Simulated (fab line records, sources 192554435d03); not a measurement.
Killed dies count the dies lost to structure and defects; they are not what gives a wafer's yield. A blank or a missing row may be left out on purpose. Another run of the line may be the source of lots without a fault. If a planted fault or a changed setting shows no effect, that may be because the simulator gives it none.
A lot that was struck, set against a sound lot || flow n5-finfet || 36 steps out of a route of 1938
Sound: these wafers, L305.1, L305.2, L305.6. Struck: wafer L314.3 (left out: L314.4, a lot-mate that was not struck); the cause follows at the end.
Per side, at each step with rows, come the tool, then ch with its chambers, and then its first start. Under that, the readings that differ: sound wafers || struck wafers || difference of the means || sigmas: that difference in standard deviations of wafers without a fault.
alike: readings with means less than 2 such deviations apart, plus words and numbers identical on both sides. not compared: withheld readings, readings lacking a value on some wafer, bounds such as >300 that could conceal the same value, and numbers that have no deviation in the record and whose values overlap.
A row with sigmas, a row that says differs or no value, or rows on one side alone: a step with any of these is where the two part. Non-overlapping numbers with no deviation appear without sigmas and do not part them. Lack of a reading on every wafer of one side parts them only where that side has two or more wafers.

first, 9 steps without rows for these wafers: N5_BEOL_M4_ANNEAL_95 (time 240 s); N5_BEOL_M4_SPUTTER_96 (material Cu, target thk 4.5 nm, time 8.29 s); N5_BEOL_M4_ECD_50 (material Cu, target thk 300 nm); N5_BEOL_M4_ANNEAL_51 (time 90 s); N5_BEOL_M4_CMP_52 (polishes, stops on SiOC, t overpolish 6.8 s, target thk 40 nm); N5_BEOL_M4_PRE_CLEAN_60 (time 15 s); N5_BEOL_M4_CO_CAP_55 (material Co, precursor CCTBA/H2, target thk 2 nm, time 102.1 s); N5_BEOL_M4_PRE_CLEAN_56 (time 15 s); N5_BEOL_M4_DEP_57 (deposits SiCN from 3MS/NH3, target thk 8 nm, time 14 s).
N5_BEOL_M4_RC_MEAS_101:
  sound on prober-02 ch 0, day 10 10:51; struck on prober-02 ch 0, day 13 01:46
  alike: DIBL_N, DIBL_P, IOFF_N, IOFF_P, ION_N, ION_P, SS_N, SS_P, VT_N, VT_P
then, 24 steps without rows for these wafers: N5_BEOL_M5_ILD_DEP_00 (deposits SiCOH lowk from DEMS/porogen, target thk 140.64 nm, time 25.9 s); N5_BEOL_M5_CURE_79 (cures SiCOH lowk, time 240 s); N5_BEOL_M5_PECVD_70 (deposits SiO2 from TEOS/O2, target thk 16 nm, time 18 s); N5_BEOL_M5_HM_DEP_02 (deposits TiN, target thk 20 nm); N5_BEOL_M5_COAT_59 (time 60 s, resist thk 60 nm); N5_BEOL_M5_COAT_60 (time 60 s, resist thk 12 nm); N5_BEOL_M5_COAT_71 (time 60 s, resist thk 5 nm); N5_BEOL_M5_COAT_05 (resist thk 30 nm); N5_BEOL_M5_EBR_07; N5_BEOL_M5_SOFTBAKE_06 (time 60 s); N5_BEOL_M5_EXPOSE_08 (exposes mask M5, target cd 28 nm); N5_BEOL_M5_PEB_09 (peb time 60 s); N5_BEOL_M5_DEVELOP_10 (develop time 30 s); N5_BEOL_M5_DESCUM_16 (chemistry O2, time 7 s); N5_BEOL_M5_ETCH_72 (etches underlayer in N2/H2, target depth 6.5 nm, time 5.2 s); N5_BEOL_M5_ETCH_61 (etches SiARC in CF4, target depth 15.6 nm, time 26 s); N5_BEOL_M5_ETCH_62 (etches SOC in N2/H2, target depth 75 nm, overetch 15 nm, time 112.5 s); N5_BEOL_M5_STRIP_63 (strips in N2/H2); N5_BEOL_M5_STRIP_73 (strips in N2/H2); N5_BEOL_M5_STRIP_64 (strips in CF4); N5_BEOL_M5_HM_OPEN_17 (chemistry Cl2/BCl3, target TiN, target depth 20 nm, overetch 6 nm); N5_BEOL_M5_STRIP_19 (strips in O2); N5_BEOL_M5_COAT_65 (time 60 s, resist thk 60 nm); N5_BEOL_M5_COAT_66 (time 60 s, resist thk 12 nm).
N5_BEOL_M7_VIA_ETCH_34: etches SiCOH lowk in C4F6/O2, target depth 125.5 nm, time 50.5 s.
  sound on rie-diel-04 ch 0,1,2, day 11 17:17; struck on rie-diel-04 ch 3, day 14 06:03
{"reading": "rf-vpp-V (V)", "sound": "666 666 671", "struck": 645, "difference": -23, "sigmas": -2}
{"reading": "run-length-s (s)", "sound": "74.2 73.7 74.0", "struck": 64.5, "difference": -9.5, "sigmas": -27}
{"reading": "model.etch.depth-nm (nm)", "sound": "127 125.2 126.3", "struck": 100.9, "difference": -25.3, "sigmas": ""}
{"reading": "model.SOC_of_BEOL_M7_COAT_63.thk-nm (nm)", "sound": "54 54.4 54.2", "struck": 55, "difference": "+1", "sigmas": ""}
  alike: drypump-motor-current-A, oes-product-au, showerhead-plenum-p-Torr, throttle-valve-pct
  not compared: bias-w, rf-hours-counter-h
-- a jump in the record: the struck wafers' starts before and after are 3 days apart (it breaks off in module BEOL_M7 and resumes in module PASSIVATION, where the first step shown is number 1936 of the route) --
N5_PASSIVATION_PROBE_49:
  only the struck wafers here have rows in the record (prober-01, day 17 09:18); the sound ones have none

WHERE THEY PART
Last at N5_PASSIVATION_PROBE_49 as far as this record goes, first at N5_BEOL_M7_VIA_ETCH_34.

WHY: what had been put in by the simulator
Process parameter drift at N5_BEOL_M7_VIA_ETCH_34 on rie-diel-04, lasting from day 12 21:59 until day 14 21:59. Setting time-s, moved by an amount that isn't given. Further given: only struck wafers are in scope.
